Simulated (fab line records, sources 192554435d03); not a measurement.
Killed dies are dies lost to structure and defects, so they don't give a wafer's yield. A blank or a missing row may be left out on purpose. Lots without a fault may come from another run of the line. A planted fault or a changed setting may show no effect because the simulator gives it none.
fab line records | flow n5_finfet
record lots=24 wafers=72 last_day=17
route steps=1938 shown BEOL_M14@1726 BEOL_M15@1774
lots that met no fault: from a run of the same line without faults
start_h: hours from the record's first day to the start of the lot's first wafer shown | wait_h: hours since the lot's step before | " the same as in the row above | L1.1+2: a row that stands for several wafers | - no value, or no start given | * or withheld: withheld | < > ~ a bound
route shown NAME@n: a module of which the file shows steps, and the number in the route of the first | usual: mean/standard deviation of fault-free wafers | same: alike in all rows | chamber/n: place in a boat | sites: the reading at each site | _std_site: their standard deviation | _edge_site: outer sites' mean less inner sites' | radius_mm: how far each site lies from the wafer's centre | mask NAME#n: copy n | behind: the tool/chamber that last shaped the wafer | hold: why the lot was held/for how many hours/how that ended | device: the transistor (n, p or np) that didn't switch | end of line: the same wafers' tests at the end of the route | a step without rows: its recipe alone | killed: dies lost to structure and defects at the first sort, not the wafer's yield | map: a wafer's dies, x killed, . not, _ none there
set.NAME: the setting as run; set.NAME@STEP: as run at that earlier step | model.NAME: the simulator's own value behind a step, which no gauge read
steps of the route over a sample of lots; a table a step, a row a wafer
services: from which hour (start_h, from the record's first day; less than 0 if before it) a tool's chamber was out of use, for how many hours, and why
## steps
# step N5_BEOL_M14_CD_MEAS_10
# recipe target_cd_nm=250 landing_energy_ev=500 detector=se_inlens polarity=opening
# usual cd_nm=249.8/1.8
# columns lot.wafer tool chamber start_h wait_h cd_nm
L074.1 cd_sem-01 0 237.42 - 249.6
L074.2 " 0 " " 251.1
L074.3 " 0 " " 247.8
L075.2 cd_sem-02 0 240.84 - 245.9
L075.3 " 0 " " 250.1
L075.6 " 0 " " 249.8
L077.1 cd_sem-01 0 251.92 - 248.6
L077.2 " 0 " " 252.4
L077.5 " 0 " " 248.8
L076.2 cd_sem-01 0 253.63 - 249.5
L076.5 " 0 " " 248.5
L076.6 " 0 " " 251.1
L078.2 cd_sem-03 0 256.56 - 247.9
L078.4 " 0 " " 249.8
L078.6 " 0 " " 249.2
L079.1 cd_sem-02 0 269.98 - 249.6
L079.2 " 0 " " 252.0
L079.4 " 0 " " 248.6
L080.2 cd_sem-01 0 270.41 - 249.7
L080.3 " 0 " " 250.7
L080.6 " 0 " " 249.9
L082.2 cd_sem-03 0 284.93 - 250.0
L082.3 " 0 " " 249.1
L082.6 " 0 " " 249.6
L083.3 cd_sem-01 0 285.45 - 247.6
L083.4 " 0 " " 250.0
L083.5 " 0 " " 249.9
L081.1 cd_sem-02 0 288.39 - 252.9
L081.3 " 0 " " 250.1
L081.6 " 0 " " 248.2
L084.1 cd_sem-01 0 298.71 - 249.0
L084.2 " 0 " " 247.4
L084.4 " 0 " " 246.8
L086.2 cd_sem-02 0 301.74 - 248.2
L086.3 " 0 " " 247.6
L086.4 " 0 " " 250.2
L085.1 cd_sem-01 0 314.50 - 252.7
L085.4 " 0 " " 252.9
L085.5 " 0 " " 250.0
L087.4 cd_sem-02 0 314.79 - 250.8
L087.5 " 0 " " 247.3
L087.6 " 0 " " 246.2
L088.2 cd_sem-02 0 317.99 - 248.8
L088.4 " 0 " " 252.7
L088.6 " 0 " " 250.2
L089.2 cd_sem-02 0 318.77 - 252.1
L089.3 " 0 " " 250.9
L089.6 " 0 " " 252.3
L090.4 cd_sem-02 0 337.47 - 250.0
L090.5 " 0 " " 246.7
L090.6 " 0 " " 245.4
L091.1 cd_sem-03 0 341.64 - 249.2
L091.4 " 0 " " 251.8
L091.5 " 0 " " 250.2
L092.1 cd_sem-02 0 350.94 - 250.6
L092.2 " 0 " " 249.7
L092.4 " 0 " " 250.6
L093.1 cd_sem-03 0 354.69 - 247.4
L093.3 " 0 " " 247.9
L093.4 " 0 " " 249.7
L094.4 cd_sem-03 0 360.98 - 250.8
L094.5 " 0 " " 253.6
L094.6 " 0 " " 252.3
L095.2 cd_sem-01 0 362.17 - 249.0
L095.3 " 0 " " 248.6
L095.5 " 0 " " 252.6
L097.3 cd_sem-01 0 378.06 - 249.8
L097.4 " 0 " " 246.8
L097.6 " 0 " " 247.3
L096.1 cd_sem-02 0 381.88 - 248.2
L096.2 " 0 " " 249.3
L096.3 " 0 " " 249.3
# step N5_BEOL_M14_ETCH_59
# recipe chemistry=N2/H2 target=BARC target_depth_a=890 overetch_a=267 time_s=67.9 ion_energy_ev=200 pressure_mtorr=30 source_w=840 bias_w=150 n2_flow_sccm=200 h2_flow_sccm=200
# usual drypump_motor_current_A=5.9/0.39 h2_flow_sccm=199.9/0.49 oes_product_au=0.70/0.069 rf_vpp_V=524.1/1.9 showerhead_plenum_p_Torr=2.55/0.063 throttle_valve_pct=17.89/0.3
# columns lot.wafer tool chamber start_h wait_h drypump_motor_current_A h2_flow_sccm oes_product_au rf_hours_counter_h rf_vpp_V showerhead_plenum_p_Torr throttle_valve_pct
L074.1 rie_diel-01 2 237.54 0.0 6.4 199.9 0.78 23 526.2 2.58 17.47
L074.2 " 1 " " 5.8 200.4 0.77 35 525.7 2.60 17.85
L074.3 " 0 " " 5.9 200.2 0.61 234 520.9 2.39 18.24
L075.2 rie_diel-04 0 240.96 0.0 5.9 199.6 0.75 42 525.8 2.59 17.42
L075.3 " 1 " " 6.6 199.9 0.69 85 520.9 2.46 17.86
L075.6 " 1 " " 6.6 199.7 0.70 - 522.0 2.46 17.85
L077.1 rie_diel-04 0 252.07 0.0 5.9 199.9 0.74 47 524.1 2.59 17.43
L077.2 " 2 " " 5.4 200.6 0.82 8 525.7 2.61 17.85
L077.5 " 1 " " 6.6 200.7 0.69 - 522.2 2.46 17.84
L076.2 rie_diel-01 0 253.75 0.0 5.9 199.8 0.60 241 519.2 2.39 18.26
L076.5 " 2 " " 6.5 199.8 0.77 - 525.8 2.58 17.46
L076.6 " 1 " " 5.8 200.1 0.76 - 525.6 2.60 17.87
L078.2 rie_diel-02 3 256.68 0.0 5.7 199.8 0.59 247 525.8 2.59 17.87
L078.4 " 0 " " 5.9 200.1 0.62 192 523.0 2.54 18.25
L078.6 " 0 " " 5.9 199.1 0.62 - 524.1 2.54 18.24
L079.1 rie_diel-02 2 270.10 0.0 6.0 198.9 0.66 122 525.0 2.55 17.65
L079.2 " 1 " " 6.3 200.4 0.69 70 525.1 2.57 17.92
L079.4 " 0 " " 5.9 200.8 0.62 - 522.8 2.54 18.24
L080.2 rie_diel-01 1 270.53 0.0 5.8 200.2 0.76 47 524.5 2.60 17.86
L080.3 " 2 " " 6.5 199.7 0.75 35 525.0 2.58 17.47
L080.6 " 0 " " 5.9 199.7 0.60 - 519.2 2.39 18.27
L082.2 rie_diel-01 1 285.05 0.0 5.8 199.9 0.75 53 525.4 2.60 17.86
L082.3 " 0 " " 5.9 200.8 0.60 252 519.2 2.39 18.28
L082.6 " 2 " " 6.4 199.7 0.75 - 525.2 2.58 17.47
L083.3 rie_diel-01 1 285.58 0.0 5.8 200.1 0.75 53 525.5 2.60 17.87
L083.4 " 2 " " 6.5 200.6 0.76 - 524.3 2.58 17.50
L083.5 " 1 " " 5.8 199.3 0.75 - 524.7 2.60 17.88
L081.1 rie_diel-04 0 288.51 0.0 5.9 199.9 0.72 62 525.2 2.58 17.45
L081.3 " 2 " " 5.4 198.7 0.79 17 526.4 2.60 17.87
L081.6 " 2 " " 5.4 199.2 0.79 - 524.4 2.60 17.86
L084.1 rie_diel-02 1 298.83 0.0 6.3 200.0 0.68 81 524.3 2.57 17.96
L084.2 " 0 " " 5.9 199.6 0.61 209 522.0 2.53 18.26
L084.4 " 3 " " 5.6 201.4 0.83 5 526.0 2.59 17.44
L086.2 rie_diel-04 2 301.87 0.0 5.4 199.5 0.78 22 526.3 2.60 17.87
L086.3 " 0 " " 5.9 200.1 0.71 68 524.5 2.58 17.47
L086.4 " 3 " " 5.2 199.8 0.78 20 521.5 2.50 18.14
L085.1 rie_diel-04 3 314.66 0.0 5.2 199.5 0.77 24 522.4 2.50 18.14
L085.4 " 2 " " 5.4 199.7 0.77 25 525.3 2.60 17.89
L085.5 " 1 " " 6.6 199.9 0.67 - 521.9 2.45 17.90
L087.4 rie_diel-01 3 314.95 0.0 5.6 200.0 0.65 175 524.4 2.55 18.40
L087.5 " 3 " " 5.6 200.3 0.64 - 524.3 2.55 18.40
L087.6 " 2 " " 6.5 199.9 0.74 - 524.8 2.57 17.51
L088.2 rie_diel-04 0 318.11 0.0 5.8 200.2 0.71 74 524.9 2.58 17.48
L088.4 " 2 " " 5.4 199.7 0.77 27 526.4 2.60 17.88
L088.6 " 3 " " 5.2 199.8 0.77 - 521.8 2.50 18.14
L089.2 rie_diel-04 3 318.89 0.0 5.2 199.2 0.76 26 521.5 2.50 18.15
L089.3 " 0 " " 5.9 200.1 0.70 74 525.6 2.58 17.48
L089.6 " 2 " " 5.4 199.9 0.78 - 527.1 2.60 17.89
L090.4 rie_diel-04 1 337.69 0.0 6.6 200.6 0.66 121 523.1 2.45 17.92
L090.5 " 0 " " 5.8 199.8 0.70 - 523.6 2.58 17.48
L090.6 " 3 " " 5.2 198.7 0.76 - 522.5 2.49 18.17
L091.1 rie_diel-02 2 341.91 0.0 6.0 200.2 0.64 147 526.3 2.54 17.71
L091.4 " 1 " " 6.3 199.2 0.68 97 524.1 2.56 17.98
L091.5 " 2 " " 6.0 200.1 0.64 - 524.8 2.54 17.70
L092.1 rie_diel-02 2 351.06 0.0 6.0 200.0 0.64 150 523.2 2.54 17.70
L092.2 " 1 " " 6.3 200.0 0.67 98 525.7 2.56 17.99
L092.4 " 0 " " 5.9 200.7 0.60 227 523.1 2.53 18.30
L093.1 rie_diel-02 3 354.81 0.0 5.6 199.8 0.79 24 525.3 2.58 17.50
L093.3 " 2 " " 6.0 199.3 0.64 152 523.8 2.54 17.71
L093.4 " 0 " " 5.9 199.6 0.60 229 522.9 2.52 18.31
L094.4 rie_diel-01 0 361.10 0.0 5.9 200.1 0.79 17 528.3 2.70 17.90
L094.5 " 1 " " 5.8 200.1 0.72 - 524.6 2.58 17.91
L094.6 " 2 " " 6.5 200.0 0.71 - 524.6 2.56 17.54
L095.2 rie_diel-02 2 362.33 0.0 6.0 200.0 0.64 154 524.3 2.54 17.71
L095.3 " 3 " " 5.6 199.6 0.77 26 524.7 2.58 17.49
L095.5 " 1 " " 6.3 200.1 0.66 - 524.3 2.56 17.98
L097.3 rie_diel-02 2 378.18 0.0 6.0 199.6 0.64 158 524.8 2.54 17.73
L097.4 " 3 " " 5.6 199.8 0.77 30 525.4 2.58 17.50
L097.6 " 2 " " 6.0 199.2 0.64 - 523.3 2.54 17.71
L096.1 rie_diel-01 3 382.00 0.0 5.6 199.8 0.63 197 524.8 2.54 18.44
L096.2 " 2 " " 6.5 199.4 0.71 77 525.2 2.56 17.56
L096.3 " 1 " " 5.8 199.3 0.71 91 525.9 2.58 17.94
# step N5_BEOL_M14_THK_MEAS_50
# recipe thk_meas_gauge=xrf reads=Cu_of_BEOL_M14_ECD_47
# usual M14_THK=565/13
# columns lot.wafer tool chamber start_h wait_h M14_THK[nm]
L074.1 film_metro-02 - 242.79 - 579
L074.2 " - " " 590
L074.3 " - " " 543
L075.2 film_metro-02 - 244.80 - 564
L075.3 " - " " 557
L075.6 " - " " 564
L077.1 film_metro-02 - 255.01 - 584
L077.2 " - " " 576
L077.5 " - " " 562
L076.2 film_metro-02 - 262.96 - 577
L076.5 " - " " 593
L076.6 " - " " 567
L078.2 film_metro-02 - 263.23 - 578
L078.4 " - " " 571
L078.6 " - " " 558
L079.1 film_metro-02 - 275.30 - 581
L079.2 " - " " 564
L079.4 " - " " 570
L080.2 film_metro-01 - 278.27 - 571
L080.3 " - " " 555
L080.6 " - " " 570
L082.2 film_metro-02 - 292.11 - 561
L082.3 " - " " 580
L082.6 " - " " 589
L083.3 film_metro-01 - 292.23 - 562
L083.4 " - " " 563
L083.5 " - " " 565
L081.1 film_metro-01 - 292.80 - 544
L081.3 " - " " 558
L081.6 " - " " 560
L084.1 film_metro-01 - 303.81 - 571
L084.2 " - " " 545
L084.4 " - " " 560
L086.2 film_metro-01 - 305.74 - 580
L086.3 " - " " 561
L086.4 " - " " 569
L085.1 film_metro-02 - 318.56 - 566
L085.4 " - " " 570
L085.5 " - " " 565
L087.4 film_metro-02 - 318.83 - 562
L087.5 " - " " 570
L087.6 " - " " 549
L088.2 film_metro-02 - 321.22 - 573
L088.4 " - " " 571
L088.6 " - " " 575
L089.2 film_metro-02 - 322.71 - 565
L089.3 " - " " 555
L089.6 " - " " 569
L090.4 film_metro-01 - 343.80 - 567
L090.5 " - " " 550
L090.6 " - " " 567
L091.1 film_metro-01 - 346.42 - 545
L091.4 " - " " 548
L091.5 " - " " 540
L092.1 film_metro-02 - 354.88 - 564
L092.2 " - " " 572
L092.4 " - " " 552
L093.1 film_metro-01 - 358.29 - 561
L093.3 " - " " 546
L093.4 " - " " 566
L094.4 film_metro-01 - 364.50 - 561
L094.5 " - " " 556
L094.6 " - " " 577
L095.2 film_metro-02 - 367.32 - 576
L095.3 " - " " 570
L095.5 " - " " 565
L096.1 film_metro-02 - 385.82 - 572
L096.2 " - " " 586
L096.3 " - " " 567
L097.3 film_metro-01 - 385.90 - 553
L097.4 " - " " 562
L097.6 " - " " 562
# step N5_BEOL_M15_THK_MEAS_01
# recipe reads=SiO2_of_BEOL_M15_ILD_DEP_00
# usual M15_ILD_THK=1631/21
# columns lot.wafer tool chamber start_h wait_h M15_ILD_THK[nm]
L074.1 film_metro-02 - 243.23 0.1 1624
L074.2 " - " " 1585
L074.3 " - " " 1612
L075.2 film_metro-02 - 245.24 0.1 1614
L075.3 " - " " 1642
L075.6 " - " " 1619
L077.1 film_metro-02 - 255.46 0.1 1613
L077.2 " - " " 1640
L077.5 " - " " 1632
L076.2 film_metro-02 - 263.40 0.1 1614
L076.5 " - " " 1636
L076.6 " - " " 1634
L078.2 film_metro-02 - 263.80 0.3 1615
L078.4 " - " " 1656
L078.6 " - " " 1652
L079.1 film_metro-02 - 275.74 0.1 1616
L079.2 " - " " 1623
L079.4 " - " " 1638
L080.2 film_metro-01 - 278.77 0.1 1637
L080.3 " - " " 1619
L080.6 " - " " 1651
L082.2 film_metro-01 - 292.55 0.1 1605
L082.3 " - " " 1587
L082.6 " - " " 1623
L083.3 film_metro-02 - 292.68 0.1 1554
L083.4 " - " " 1617
L083.5 " - " " 1614
L081.1 film_metro-02 - 293.25 0.1 1622
L081.3 " - " " 1628
L081.6 " - " " 1649
L084.1 film_metro-02 - 304.25 0.1 1622
L084.2 " - " " 1641
L084.4 " - " " 1640
L086.2 film_metro-01 - 306.18 0.1 1632
L086.3 " - " " 1619
L086.4 " - " " 1621
L085.1 film_metro-01 - 319.00 0.1 1645
L085.4 " - " " 1673
L085.5 " - " " 1684
L087.4 film_metro-01 - 319.27 0.0 1656
L087.5 " - " " 1649
L087.6 " - " " 1664
L088.2 film_metro-02 - 321.66 0.1 1620
L088.4 " - " " 1671
L088.6 " - " " 1622
L089.2 film_metro-02 - 323.15 0.1 1638
L089.3 " - " " 1647
L089.6 " - " " 1639
L090.4 film_metro-01 - 344.24 0.0 1629
L090.5 " - " " 1632
L090.6 " - " " 1620
L091.1 film_metro-02 - 346.86 0.1 1640
L091.4 " - " " 1650
L091.5 " - " " 1632
L092.1 film_metro-02 - 355.43 0.2 1609
L092.2 " - " " 1620
L092.4 " - " " 1636
L093.1 film_metro-02 - 358.73 0.1 1617
L093.3 " - " " 1606
L093.4 " - " " 1674
L094.4 film_metro-01 - 365.18 0.0 1665
L094.5 " - " " 1635
L094.6 " - " " 1625
L095.2 film_metro-02 - 367.77 0.1 1628
L095.3 " - " " 1615
L095.5 " - " " 1668
L096.1 film_metro-01 - 386.26 0.1 1632
L096.2 " - " " 1624
L096.3 " - " " 1614
L097.3 film_metro-01 - 386.34 0.1 1609
L097.4 " - " " 1664
L097.6 " - " " 1640
# step N5_BEOL_M15_VIA_ETCH_16
# recipe chemistry=C4F8/O2/Ar target=SiO2 he_inner_torr=15 he_outer_torr=30 target_depth_a=17922 time_s=withheld ion_energy_ev=800 pressure_mtorr=20 source_w=1905 bias_w=2040 Ar_flow_sccm=400 C4F8_flow_sccm=16 O2_flow_sccm=12 ends=cleared
# usual drypump_motor_current_A=5.71/0.3 oes_product_au=0.68/0.077 rf_vpp_V=2224/33 showerhead_plenum_p_Torr=3.45/0.11 throttle_valve_pct=31.01/0.24
# columns lot.wafer tool chamber start_h wait_h drypump_motor_current_A oes_product_au rf_vpp_V showerhead_plenum_p_Torr throttle_valve_pct
L074.1 rie_diel-03 3 243.71 0.0 5.27 0.66 2192 3.43 31.21
L074.2 " 1 " " 6.21 0.63 2234 3.28 31.06
L074.3 " 0 " " 5.38 0.63 2252 3.39 31.08
L075.2 rie_diel-06 0 245.72 0.0 5.84 0.65 2175 3.42 31.24
L075.3 " 2 " " 5.52 0.61 2215 3.38 30.70
L075.6 " 2 " " 5.54 0.62 2216 3.38 30.70
L077.1 rie_diel-03 3 255.93 0.0 5.27 0.66 2189 3.43 31.22
L077.2 " 0 " " 5.40 0.63 2251 3.39 31.05
L077.5 " 3 " " 5.28 0.66 2191 3.43 31.21
L076.2 rie_diel-06 3 263.88 0.0 5.84 0.78 2196 3.49 31.23
L076.5 " 0 " " 5.82 0.65 2175 3.42 31.23
L076.6 " 1 " " 5.94 0.64 2252 3.55 30.88
L078.2 rie_diel-03 1 264.30 0.0 6.23 0.62 2233 3.28 31.05
L078.4 " 2 " " 5.52 0.79 2253 3.65 30.81
L078.6 " 2 " " 5.52 0.79 2253 3.65 30.82
L079.1 rie_diel-05 0 276.35 0.0 5.86 0.67 2197 3.29 31.09
L079.2 " 1 " " 5.75 0.64 2279 3.39 30.29
L079.4 " 1 " " 5.73 0.64 2280 3.39 30.29
L080.2 rie_diel-03 2 279.25 0.0 5.49 0.79 2252 3.65 30.81
L080.3 " 1 " " 6.25 0.62 2233 3.27 31.07
L080.6 " 2 " " 5.54 0.79 2253 3.65 30.84
L082.2 rie_diel-03 1 293.16 0.0 6.25 0.63 2232 3.27 31.08
L082.3 " 0 " " 5.41 0.62 2250 3.38 31.07
L082.6 " 0 " " 5.39 0.62 2252 3.38 31.08
L083.3 rie_diel-06 1 293.32 0.0 5.94 0.64 2251 3.54 30.88
L083.4 " 3 " " 5.80 0.78 2194 3.48 31.27
L083.5 " 1 " " 5.92 0.64 2250 3.54 30.87
L081.1 rie_diel-06 0 294.21 0.0 5.81 0.64 2174 3.42 31.24
L081.3 " 2 " " 5.53 0.61 2214 3.37 30.71
L081.6 " 1 " " 5.93 0.64 2250 3.54 30.88
L084.1 rie_diel-06 1 304.73 0.0 5.95 0.63 2251 3.54 30.87
L084.2 " 3 " " 5.73 0.77 2195 3.48 31.27
L084.4 " 2 " " 5.53 0.61 2214 3.37 30.72
L086.2 rie_diel-06 2 306.66 0.0 5.52 0.60 2213 3.37 30.72
L086.3 " 3 " " 5.78 0.77 2195 3.48 31.27
L086.4 " 0 " " 5.83 0.64 2174 3.41 31.27
L085.1 rie_diel-06 1 319.48 0.0 5.95 0.64 2251 3.54 30.88
L085.4 " 3 " " 5.78 0.76 2196 3.48 31.26
L085.5 " 1 " " 5.93 0.64 2251 3.54 30.90
L087.4 rie_diel-06 1 320.01 0.1 5.93 0.64 2250 3.54 30.91
L087.5 " 3 " " 5.84 0.77 2196 3.48 31.26
L087.6 " 0 " " 5.84 0.63 2173 3.41 31.25
L088.2 rie_diel-03 2 322.14 0.0 5.55 0.77 2252 3.64 30.84
L088.4 " 0 " " 5.39 0.62 2251 3.38 31.10
L088.6 " 2 " " 5.54 0.78 2253 3.64 30.85
L089.2 rie_diel-06 0 323.75 0.0 5.85 0.63 2174 3.41 31.23
L089.3 " 3 " " 5.79 0.76 2196 3.48 31.26
L089.6 " 1 " " 5.85 0.63 2251 3.53 30.90
L090.4 rie_diel-03 2 345.18 0.1 5.55 0.76 2251 3.64 30.85
L090.5 " 3 " " 5.26 0.65 2189 3.42 31.26
L090.6 " 1 " " 6.22 0.62 2231 3.26 31.09
L091.1 rie_diel-03 3 347.46 0.0 5.27 0.64 2190 3.42 31.25
L091.4 " 3 " " 5.25 0.64 2189 3.42 31.27
L091.5 " 1 " " 6.23 0.62 2231 3.26 31.08
L092.1 rie_diel-05 0 356.05 0.0 5.84 0.65 2195 3.28 31.13
L092.2 " 1 " " 5.73 0.63 2278 3.38 30.33
L092.4 " 2 " " 5.54 0.73 2218 3.46 30.78
L093.1 rie_diel-03 2 359.63 0.0 5.51 0.76 2251 3.63 30.86
L093.3 " 3 " " 5.25 0.63 2190 3.41 31.26
L093.4 " 3 " " 5.24 0.63 2190 3.41 31.24
L094.4 rie_diel-03 3 365.90 0.1 5.24 0.63 2190 3.41 31.27
L094.5 " 2 " " 5.51 0.74 2251 3.63 30.84
L094.6 " 0 " " 5.39 0.88 2251 3.37 30.67
L095.2 rie_diel-06 1 368.25 0.0 5.93 0.63 2249 3.53 30.90
L095.3 " 0 " " 5.84 0.63 2173 3.40 31.27
L095.5 " 0 " " 5.81 0.63 2173 3.40 31.28
L096.1 rie_diel-03 0 386.74 0.0 5.39 0.86 2249 3.37 30.67
L096.2 " 1 " " 6.25 0.91 2270 3.66 30.93
L096.3 " 2 " " 5.52 0.75 2252 3.63 30.89
L097.3 rie_diel-05 3 387.24 0.0 6.13 0.73 2290 3.61 31.15
L097.4 " 0 " " 5.88 0.64 2194 3.27 31.12
L097.6 " 3 " " 6.14 0.73 2291 3.61 31.14
# step N5_BEOL_M15_STRIP_63
# recipe chemistry=O2 power_w=600 temp_c=60 pressure_mtorr=30 rf_frequency_hz=6e+07 bias_power_w=0 overash_fraction=0.3 o2_flow_sccm=225
# usual drypump_motor_current_A=5.70/0.3 oes_product_au=0.75/0.086 rf_vpp_V=3.7/0.76 showerhead_plenum_p_Torr=2.11/0.079 throttle_valve_pct=16.80/0.18
# columns lot.wafer tool chamber start_h wait_h drypump_motor_current_A oes_product_au rf_hours_counter_h rf_vpp_V showerhead_plenum_p_Torr throttle_valve_pct
L074.1 rie_diel-03 3 - - 5.20 0.73 200 4.1 2.07 16.72
L074.2 " 1 " " 6.23 0.68 212 4.2 2.00 16.94
L074.3 " 0 " " 5.39 0.69 220 3.5 2.05 16.76
L075.2 rie_diel-06 0 - - 5.84 0.72 171 3.6 2.09 16.90
L075.3 " 2 " " 5.52 0.69 228 4.1 2.08 16.72
L075.6 " 2 " " 5.51 0.69 - 3.6 2.08 16.72
L077.1 rie_diel-03 3 - - 5.25 0.72 205 3.4 2.07 16.74
L077.2 " 0 " " 5.41 0.70 225 2.4 2.05 16.81
L077.5 " 3 " " 5.23 0.71 - 3.8 2.07 16.70
L076.2 rie_diel-06 3 - - 5.79 0.86 61 3.1 2.14 16.89
L076.5 " 0 " " 5.84 0.72 - 4.5 2.09 16.94
L076.6 " 1 " " 5.91 0.71 - 5.0 2.19 16.90
L078.2 rie_diel-03 1 - - 6.22 0.68 220 3.6 2.00 16.97
L078.4 " 2 " " 5.56 0.88 21 5.1 2.25 16.58
L078.6 " 2 " " 5.57 0.88 - 4.0 2.25 16.59
L079.1 rie_diel-05 0 - - 5.83 0.73 177 3.1 2.01 17.00
L079.2 " 1 " " 5.73 0.72 193 3.3 2.06 16.40
L079.4 " 1 " " 5.72 0.71 - 3.8 2.07 16.41
L080.2 rie_diel-03 2 - - 5.51 0.87 26 4.1 2.24 16.60
L080.3 " 1 " " 6.24 0.68 224 4.5 1.99 16.96
L080.6 " 2 " " 5.52 0.86 - 3.1 2.24 16.60
L082.2 rie_diel-03 1 - - 6.22 0.68 229 4.1 1.99 16.96
L082.3 " 0 " " 5.40 0.68 236 3.5 2.05 16.80
L082.6 " 0 " " 5.39 0.68 - 3.3 2.05 16.81
L083.3 rie_diel-06 1 - - 5.94 0.70 205 4.2 2.18 16.94
L083.4 " 3 " " 5.76 0.86 71 4.1 2.13 16.91
L083.5 " 1 " " 5.89 0.70 - 3.6 2.18 16.93
L081.1 rie_diel-06 0 - - 5.83 0.70 183 4.0 2.09 16.94
L081.3 " 2 " " 5.53 0.68 242 4.4 2.07 16.74
L081.6 " 1 " " 5.94 0.69 - 3.2 2.18 16.93
L084.1 rie_diel-06 1 - - 5.93 0.71 210 3.0 2.18 16.92
L084.2 " 3 " " 5.82 0.85 76 4.0 2.13 16.90
L084.4 " 2 " " 5.53 0.69 247 5.1 2.07 16.76
L086.2 rie_diel-06 2 - - 5.51 0.69 247 3.5 2.07 16.76
L086.3 " 3 " " 5.76 0.85 76 3.4 2.13 16.90
L086.4 " 0 " " 5.83 0.72 188 3.7 2.08 16.98
L085.1 rie_diel-06 1 - - 5.88 0.69 214 3.5 2.18 16.95
L085.4 " 3 " " 5.78 0.85 - 3.8 2.13 16.91
L085.5 " 1 " " 5.90 0.69 - 4.1 2.18 16.95
L087.4 rie_diel-06 1 - - 5.91 0.69 - 3.2 2.18 16.96
L087.5 " 3 " " 5.80 0.85 - 5.1 2.13 16.90
L087.6 " 0 " " 5.81 0.69 - 4.6 2.08 16.97
L088.2 rie_diel-03 2 - - 5.53 0.84 40 3.0 2.24 16.61
L088.4 " 0 " " 5.39 0.68 245 3.3 2.05 16.83
L088.6 " 2 " " 5.55 0.84 - 2.8 2.24 16.62
L089.2 rie_diel-06 0 - - 5.83 0.70 194 3.6 2.08 16.96
L089.3 " 3 " " 5.78 0.84 83 3.5 2.13 16.89
L089.6 " 1 " " 5.92 0.70 - 4.8 2.18 16.94
L090.4 rie_diel-03 2 - - 5.51 0.83 - 4.1 2.24 16.61
L090.5 " 3 " " 5.24 0.70 - 2.8 2.06 16.77
L090.6 " 1 " " 6.21 0.66 - 3.7 1.99 17.02
L091.1 rie_diel-03 3 - - 5.22 0.72 233 4.0 2.06 16.79
L091.4 " 3 " " 5.23 0.70 - 5.9 2.06 16.77
L091.5 " 1 " " 6.26 0.67 - 5.0 1.99 17.00
L092.1 rie_diel-05 0 - - 5.83 0.70 203 4.5 2.00 17.04
L092.2 " 1 " " 5.72 0.69 219 2.9 2.06 16.45
L092.4 " 2 " " 5.60 0.81 96 3.8 2.10 16.53
L093.1 rie_diel-03 2 - - 5.54 0.84 51 5.6 2.24 16.63
L093.3 " 3 " " 5.25 0.70 239 2.0 2.06 16.77
L093.4 " 3 " " 5.23 0.71 - 3.7 2.06 16.79
L094.4 rie_diel-03 3 - - 5.22 0.70 - 3.2 2.06 16.80
L094.5 " 2 " " 5.57 0.81 - 2.9 2.23 16.64
L094.6 " 0 " " 5.38 0.96 - 3.1 2.04 16.33
L095.2 rie_diel-06 1 - - 5.94 0.68 230 3.0 2.17 16.94
L095.3 " 0 " " 5.82 0.68 208 3.5 2.08 17.01
L095.5 " 0 " " 5.83 0.68 - 2.5 2.08 17.02
L096.1 rie_diel-03 0 - - 5.36 0.95 11 4.0 2.04 16.32
L096.2 " 1 " " 6.21 1.01 0 4.4 2.25 16.56
L096.3 " 2 " " 5.53 0.83 62 3.6 2.23 16.64
L097.3 rie_diel-05 3 - - 6.11 0.83 74 4.7 2.20 16.78
L097.4 " 0 " " 5.84 0.70 212 3.3 2.00 17.08
L097.6 " 3 " " 6.13 0.82 - 4.1 2.21 16.79
## services
# columns tool chamber start_h hours kind
rie_diel-03 2 214.25 38.8 repair
rie_diel-04 2 220.67 - clean
rie_diel-04 2 220.67 - consumable_replace:focus_ring
rie_diel-04 2 220.67 14.0 scheduled_down
rie_diel-04 2 220.67 14.0 vent_cycle
rie_diel-02 2 231.84 21.6 repair
rie_diel-04 3 234.81 - clean
rie_diel-04 2 265.77 9.3 repair
rie_diel-06 0 270.40 9.1 repair
rie_diel-05 2 270.47 12.0 repair
rie_diel-05 3 312.55 6.6 repair
rie_diel-06 2 316.25 - clean
rie_diel-06 2 316.25 - consumable_replace:focus_ring
rie_diel-05 2 317.23 1.2 repair
rie_diel-03 2 331.22 2.2 repair
rie_diel-03 0 341.81 - clean
rie_diel-03 0 341.81 - consumable_replace:focus_ring
rie_diel-03 0 341.81 16.5 scheduled_down
rie_diel-03 0 341.81 16.5 vent_cycle
rie_diel-03 1 358.73 - clean
rie_diel-03 1 358.73 - consumable_replace:focus_ring
rie_diel-03 1 358.73 - consumable_replace:showerhead
rie_diel-03 1 358.73 27.6 scheduled_down
rie_diel-03 1 358.73 27.6 vent_cycle
## key
fault none
